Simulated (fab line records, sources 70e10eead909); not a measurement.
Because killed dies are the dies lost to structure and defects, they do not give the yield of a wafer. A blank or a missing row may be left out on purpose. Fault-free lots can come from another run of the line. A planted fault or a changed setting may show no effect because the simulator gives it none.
Which tool did it? :: flow nand_harc :: 24 lots with 72 wafers sampled at 4 steps, on a route of 1302 steps

== WHAT THE GAUGES SHOWED, per wafer ==
NHARC_P_ZERO_WELL_INSPECT_43. Usual: raw_defect_count reads 12 (standard deviation 5.5).
lot: L074
measured: day 1 11:40
on: defect_inspect-02
raw_defect_count: 16 13 9
flag: 

lot: L075
measured: day 1 13:46
on: defect_inspect-02
raw_defect_count: 21 12 17
flag: 

lot: L076
measured: day 1 23:35
on: defect_inspect-02
raw_defect_count: 8 9 23
flag: 

lot: L077
measured: day 2 09:28
on: defect_inspect-02
raw_defect_count: 7 5 8
flag: 

lot: L078
measured: day 2 19:28
on: defect_inspect-02
raw_defect_count: 19 8 18
flag: 

lot: L079
measured: day 3 05:45
on: defect_inspect-02
raw_defect_count: 21 11 13
flag: 

lot: L080
measured: day 3 16:08
on: defect_inspect-02
raw_defect_count: 17 12 17
flag: 

lot: L081
measured: day 4 05:47
on: defect_inspect-02
raw_defect_count: 16 12 6
flag: 

lot: L082
measured: day 4 11:26
on: defect_inspect-01
raw_defect_count: 8 10 7
flag: 

lot: L083
measured: day 4 21:44
on: defect_inspect-01
raw_defect_count: 10 11 8
flag: 

lot: L084
measured: day 5 07:44
on: defect_inspect-02
raw_defect_count: 11 6 19
flag: 

lot: L085
measured: day 5 17:54
on: defect_inspect-02
raw_defect_count: 8 9 7
flag: 

lot: L086
measured: day 6 03:43
on: defect_inspect-02
raw_defect_count: 18 9 17
flag: 

lot: L087
measured: day 6 13:58
on: defect_inspect-01
raw_defect_count: 7 12 9
flag: 

lot: L088
measured: day 6 23:27
on: defect_inspect-02
raw_defect_count: 9 11 13
flag: 

lot: L089
measured: day 7 09:11
on: defect_inspect-01
raw_defect_count: 14 20 25
flag: 

lot: L090
measured: day 7 19:32
on: defect_inspect-02
raw_defect_count: 11 7 6
flag: 

lot: L091
measured: day 8 05:26
on: defect_inspect-01
raw_defect_count: 10 6 7
flag: 

lot: L092
measured: day 8 15:28
on: defect_inspect-01
raw_defect_count: 16 14 15
flag: 

lot: L093
measured: day 9 01:52
on: defect_inspect-02
raw_defect_count: 17 28 11
flag: 

lot: L094
measured: day 9 11:21
on: defect_inspect-01
raw_defect_count: 19 8 11
flag: 

lot: L095
measured: day 9 22:33
on: defect_inspect-01
raw_defect_count: 14 12 20
flag: 

lot: L096
measured: day 10 07:15
on: defect_inspect-02
raw_defect_count: 6 13 4
flag: 

lot: L097
measured: day 10 17:28
on: defect_inspect-01
raw_defect_count: 19 8 9
flag: 

NHARC_P_STI_CD_MEAS_16. Usual: cd_nm reads 199.3 nm (standard deviation 1.6).
lot: L074
measured: day 2 04:40
on: cd_sem-02
cd_nm (nm): 200.0 202.6 201.3
flag: 

lot: L075
measured: day 2 04:32
on: cd_sem-03
cd_nm (nm): 199.7 201.6 199.5
flag: 

lot: L076
measured: day 2 15:37
on: cd_sem-02
cd_nm (nm): 199.2 196.3 199.5
flag: 

lot: L077
measured: day 3 00:34
on: cd_sem-02
cd_nm (nm): 197.6 200.1 198.8
flag: 

lot: L078
measured: day 3 12:25
on: cd_sem-03
cd_nm (nm): 199.3 201.0 200.4
flag: 

lot: L079
measured: day 3 21:34
on: cd_sem-01
cd_nm (nm): 200.8 198.1 200.2
flag: 

lot: L080
measured: day 4 07:43
on: cd_sem-02
cd_nm (nm): 197.9 195.9 198.1
flag: 

lot: L081
measured: day 4 21:18
on: cd_sem-03
cd_nm (nm): 200.9 200.2 199.6
flag: 

lot: L082
measured: day 5 02:28
on: cd_sem-01
cd_nm (nm): 199.6 197.4 200.2
flag: 

lot: L083
measured: day 5 19:26
on: cd_sem-03
cd_nm (nm): 199.4 198.4 197.8
flag: 

lot: L084
measured: day 5 23:46
on: cd_sem-03
cd_nm (nm): 199.0 200.4 199.2
flag: 

lot: L085
measured: day 6 09:45
on: cd_sem-02
cd_nm (nm): 198.4 198.2 199.8
flag: 

lot: L086
measured: day 6 19:05
on: cd_sem-01
cd_nm (nm): 197.0 198.5 197.5
flag: 

lot: L087
measured: day 7 06:02
on: cd_sem-01
cd_nm (nm): 198.7 200.5 199.3
flag: 

lot: L088
measured: day 7 15:31
on: cd_sem-03
cd_nm (nm): 199.3 198.2 201.0
flag: 

lot: L089
measured: day 8 00:29
on: cd_sem-03
cd_nm (nm): 200.1 198.9 202.0
flag: 

lot: L090
measured: day 8 12:43
on: cd_sem-01
cd_nm (nm): 198.0 202.0 200.7
flag: 

lot: L091
measured: day 9 00:01
on: cd_sem-01
cd_nm (nm): 199.6 199.4 198.9
flag: 

lot: L092
measured: day 9 09:38
on: cd_sem-01
cd_nm (nm): 196.1 197.5 194.1
flag: 

lot: L093
measured: day 9 19:56
on: cd_sem-02
cd_nm (nm): 201.0 197.7 200.4
flag: 

lot: L094
measured: day 10 06:38
on: cd_sem-01
cd_nm (nm): 200.7 198.1 201.0
flag: 

lot: L095
measured: day 10 16:07
on: cd_sem-02
cd_nm (nm): 199.6 200.0 199.5
flag: 

lot: L096
measured: day 11 01:00
on: cd_sem-02
cd_nm (nm): 199.0 199.2 199.8
flag: 

lot: L097
measured: day 11 09:01
on: cd_sem-02
cd_nm (nm): 200.3 201.0 201.1
flag: 

NHARC_P_GATE_CD_MEAS_46: target cd 720 nm. Usual: cd_nm reads 720.5 nm (standard deviation 1.3).
lot: L074
measured: day 4 19:01
on: cd_sem-02
cd_nm (nm): 719.9 722.5 719.7
flag: 

lot: L075
measured: day 4 18:13
on: cd_sem-02
cd_nm (nm): 719.7 720.2 719.7
flag: 

lot: L076
measured: day 5 10:52
on: cd_sem-03
cd_nm (nm): 720.3 721.1 719.4
flag: 

lot: L077
measured: day 5 13:02
on: cd_sem-02
cd_nm (nm): 720.5 720.3 721.8
flag: 

lot: L078
measured: day 6 02:38
on: cd_sem-03
cd_nm (nm): 720.9 720.2 720.9
flag: 

lot: L079
measured: day 6 22:00
on: cd_sem-03
cd_nm (nm): 718.9 719.4 720.9
flag: 

lot: L080
measured: day 7 01:00
on: cd_sem-03
cd_nm (nm): 720.4 721.3 721.7
flag: 

lot: L081
measured: day 7 18:13
on: cd_sem-03
cd_nm (nm): 721.7 721.6 720.5
flag: 

lot: L082
measured: day 7 18:03
on: cd_sem-01
cd_nm (nm): 719.4 720.8 718.6
flag: 

lot: L083
measured: day 8 12:19
on: cd_sem-01
cd_nm (nm): 720.9 720.2 719.2
flag: 

lot: L084
measured: day 8 11:41
on: cd_sem-03
cd_nm (nm): 721.4 720.8 720.3
flag: 

lot: L085
measured: day 9 03:47
on: cd_sem-02
cd_nm (nm): 720.2 719.8 719.5
flag: 

lot: L086
measured: day 9 08:31
on: cd_sem-03
cd_nm (nm): 720.0 721.0 721.2
flag: 

lot: L087
measured: day 9 20:31
on: cd_sem-02
cd_nm (nm): 718.5 719.1 719.0
flag: 

lot: L088
measured: day 10 14:35
on: cd_sem-03
cd_nm (nm): 720.4 720.6 720.6
flag: 

lot: L089
measured: day 10 16:26
on: cd_sem-02
cd_nm (nm): 720.5 720.3 721.2
flag: 

lot: L090
measured: day 11 04:25
on: cd_sem-03
cd_nm (nm): 722.3 720.3 721.3
flag: 

lot: L091
measured: day 11 16:54
on: cd_sem-01
cd_nm (nm): 719.6 721.6 717.7
flag: 

lot: L092
measured: day 12 04:35
on: cd_sem-01
cd_nm (nm): 719.7 718.0 717.9
flag: 

lot: L093
measured: day 12 09:40
on: cd_sem-02
cd_nm (nm): 721.1 721.7 720.4
flag: 

lot: L094
measured: day 13 00:19
on: cd_sem-02
cd_nm (nm): 720.1 720.8 720.7
flag: 

lot: L095
measured: day 13 04:34
on: cd_sem-01
cd_nm (nm): 721.9 722.4 721.7
flag: 

lot: L096
measured: day 13 16:40
on: cd_sem-02
cd_nm (nm): 720.3 717.7 719.7
flag: 

lot: L097
measured: day 13 23:10
on: cd_sem-01
cd_nm (nm): 717.1 721.1 718.1
flag: 

== EACH LOT AND THE TOOL THAT RAN IT (in order: tool; ch and the chambers of the sampled wafers; start) ==
lot: L074
NHARC_P_GATE_ETCH_32: rie_si-06 ch 1,3, day 4 07:39

lot: L075
NHARC_P_GATE_ETCH_32: rie_si-05 ch 1,2,3, day 4 07:04

lot: L076
NHARC_P_GATE_ETCH_32: rie_si-02 ch 1,2,3, day 4 21:31

lot: L077
NHARC_P_GATE_ETCH_32: rie_si-06 ch 0,1, day 5 01:42

lot: L078
NHARC_P_GATE_ETCH_32: rie_si-06 ch 1,3, day 5 15:20

lot: L079
NHARC_P_GATE_ETCH_32: rie_si-06 ch 1,3, day 6 08:22

lot: L080
NHARC_P_GATE_ETCH_32: rie_si-06 ch 0,1,3, day 6 13:39

lot: L081
NHARC_P_GATE_ETCH_32: rie_si-02 ch 0,2, day 7 06:50

lot: L082
NHARC_P_GATE_ETCH_32: rie_si-06 ch 0,2,3, day 7 06:40

lot: L083
NHARC_P_GATE_ETCH_32: rie_si-06 ch 0,1,3, day 8 00:59

lot: L084
NHARC_P_GATE_ETCH_32: rie_si-02 ch 0,1,2, day 8 00:16

lot: L085
NHARC_P_GATE_ETCH_32: rie_si-05 ch 0,2,3, day 8 16:35

lot: L086
NHARC_P_GATE_ETCH_32: rie_si-06 ch 1,2, day 8 21:09

lot: L087
NHARC_P_GATE_ETCH_32: rie_si-05 ch 0,2, day 9 09:18

lot: L088
NHARC_P_GATE_ETCH_32: rie_si-06 ch 1,2, day 10 01:05

lot: L089
NHARC_P_GATE_ETCH_32: rie_si-06 ch 0,2, day 10 05:14

lot: L090
NHARC_P_GATE_ETCH_32: rie_si-02 ch 1,2, day 10 17:14

lot: L091
NHARC_P_GATE_ETCH_32: rie_si-06 ch 1,2, day 11 05:28

lot: L092
NHARC_P_GATE_ETCH_32: rie_si-06 ch 0,1,2, day 11 17:19

lot: L093
NHARC_P_GATE_ETCH_32: rie_si-02 ch 0,1, day 11 22:25

lot: L094
NHARC_P_GATE_ETCH_32: rie_si-06 ch 2,3, day 12 12:56

lot: L095
NHARC_P_GATE_ETCH_32: rie_si-02 ch 1,2,3, day 12 17:21

lot: L096
NHARC_P_GATE_ETCH_32: rie_si-02 ch 1,2,3, day 13 05:29

lot: L097
NHARC_P_GATE_ETCH_32: rie_si-05 ch 0,1,2, day 13 11:50
- NHARC_P_GATE_ETCH_32: etches the open film in HBr/Cl2, target depth 150 nm, time 100.1 s.

== WHAT THE TOOLS THEMSELVES READ (means of the sampled wafers that have a number; where no wafer has one, the mark that the record gives instead) ==
NHARC_P_GATE_ETCH_32. Usual: drypump_motor_current_A 5.8 A, standard deviation 0.6; oes_product_au 0.997 a.u., standard deviation 0.0067; throttle_valve_pct 26.404 %, standard deviation 0.0087.
lot: L074
tool: rie_si-06
drypump_motor_current_A (A): 5.0
oes_product_au (a.u.): 1.001
throttle_valve_pct (%): 26.403
flag: 

lot: L075
tool: rie_si-05
drypump_motor_current_A (A): 6.3
oes_product_au (a.u.): 0.994
throttle_valve_pct (%): 26.410
flag: 

lot: L076
tool: rie_si-02
drypump_motor_current_A (A): 5.8
oes_product_au (a.u.): 0.996
throttle_valve_pct (%): 26.406
flag: 

lot: L077
tool: rie_si-06
drypump_motor_current_A (A): 5.2
oes_product_au (a.u.): 1.001
throttle_valve_pct (%): 26.403
flag: 

lot: L078
tool: rie_si-06
drypump_motor_current_A (A): 5.3
oes_product_au (a.u.): 0.998
throttle_valve_pct (%): 26.399
flag: 

lot: L079
tool: rie_si-06
drypump_motor_current_A (A): 5.3
oes_product_au (a.u.): 0.998
throttle_valve_pct (%): 26.406
flag: 

lot: L080
tool: rie_si-06
drypump_motor_current_A (A): 5.6
oes_product_au (a.u.): 0.997
throttle_valve_pct (%): 26.396
flag: 

lot: L081
tool: rie_si-02
drypump_motor_current_A (A): 6.2
oes_product_au (a.u.): 0.997
throttle_valve_pct (%): 26.404
flag: 

lot: L082
tool: rie_si-06
drypump_motor_current_A (A): 6.1
oes_product_au (a.u.): 1.000
throttle_valve_pct (%): 26.411
flag: 

lot: L083
tool: rie_si-06
drypump_motor_current_A (A): 5.6
oes_product_au (a.u.): 1.004
throttle_valve_pct (%): 26.399
flag: 

lot: L084
tool: rie_si-02
drypump_motor_current_A (A): 6.0
oes_product_au (a.u.): 0.995
throttle_valve_pct (%): 26.407
flag: 

lot: L085
tool: rie_si-05
drypump_motor_current_A (A): 6.0
oes_product_au (a.u.): 0.995
throttle_valve_pct (%): 26.404
flag: 

lot: L086
tool: rie_si-06
drypump_motor_current_A (A): 5.1
oes_product_au (a.u.): 0.997
throttle_valve_pct (%): 26.405
flag: 

lot: L087
tool: rie_si-05
drypump_motor_current_A (A): 6.1
oes_product_au (a.u.): 0.994
throttle_valve_pct (%): 26.398
flag: 

lot: L088
tool: rie_si-06
drypump_motor_current_A (A): 5.1
oes_product_au (a.u.): 0.992
throttle_valve_pct (%): 26.397
flag: 

lot: L089
tool: rie_si-06
drypump_motor_current_A (A): 6.3
oes_product_au (a.u.): 1.009
throttle_valve_pct (%): 26.401
flag: 

lot: L090
tool: rie_si-02
drypump_motor_current_A (A): 6.3
oes_product_au (a.u.): 0.992
throttle_valve_pct (%): 26.418
flag: 

lot: L091
tool: rie_si-06
drypump_motor_current_A (A): 5.6
oes_product_au (a.u.): 0.995
throttle_valve_pct (%): 26.400
flag: 

lot: L092
tool: rie_si-06
drypump_motor_current_A (A): 5.7
oes_product_au (a.u.): 0.994
throttle_valve_pct (%): 26.402
flag: 

lot: L093
tool: rie_si-02
drypump_motor_current_A (A): 5.9
oes_product_au (a.u.): 0.996
throttle_valve_pct (%): 26.408
flag: 

lot: L094
tool: rie_si-06
drypump_motor_current_A (A): 5.9
oes_product_au (a.u.): 0.995
throttle_valve_pct (%): 26.413
flag: 

lot: L095
tool: rie_si-02
drypump_motor_current_A (A): 5.8
oes_product_au (a.u.): 0.991
throttle_valve_pct (%): 26.414
flag: 

lot: L096
tool: rie_si-02
drypump_motor_current_A (A): 5.9
oes_product_au (a.u.): 0.997
throttle_valve_pct (%): 26.408
flag: 

lot: L097
tool: rie_si-05
drypump_motor_current_A (A): 6.1
oes_product_au (a.u.): 1.000
throttle_valve_pct (%): 26.405
flag: 

== THE ANSWER, worked out from the rows above alone ==
Rule: a lot counts as off when the mean over its wafers that have a number is more than 3 standard deviations away from the usual mean. A lot without any number at a reading at which 4 lots or more have one is off too. All remaining lots with rows at the step are treated as sound. First the gauges in route order, then the tools' own readings, where a lot's mean is used as printed above. At the first step where some lot is off, the reading lying furthest off is the one used; lots without a number count as furthest.
No lot is off at any reading shown: from this, nothing can be told.

== WHAT THE SIMULATOR HAD INSERTED ==
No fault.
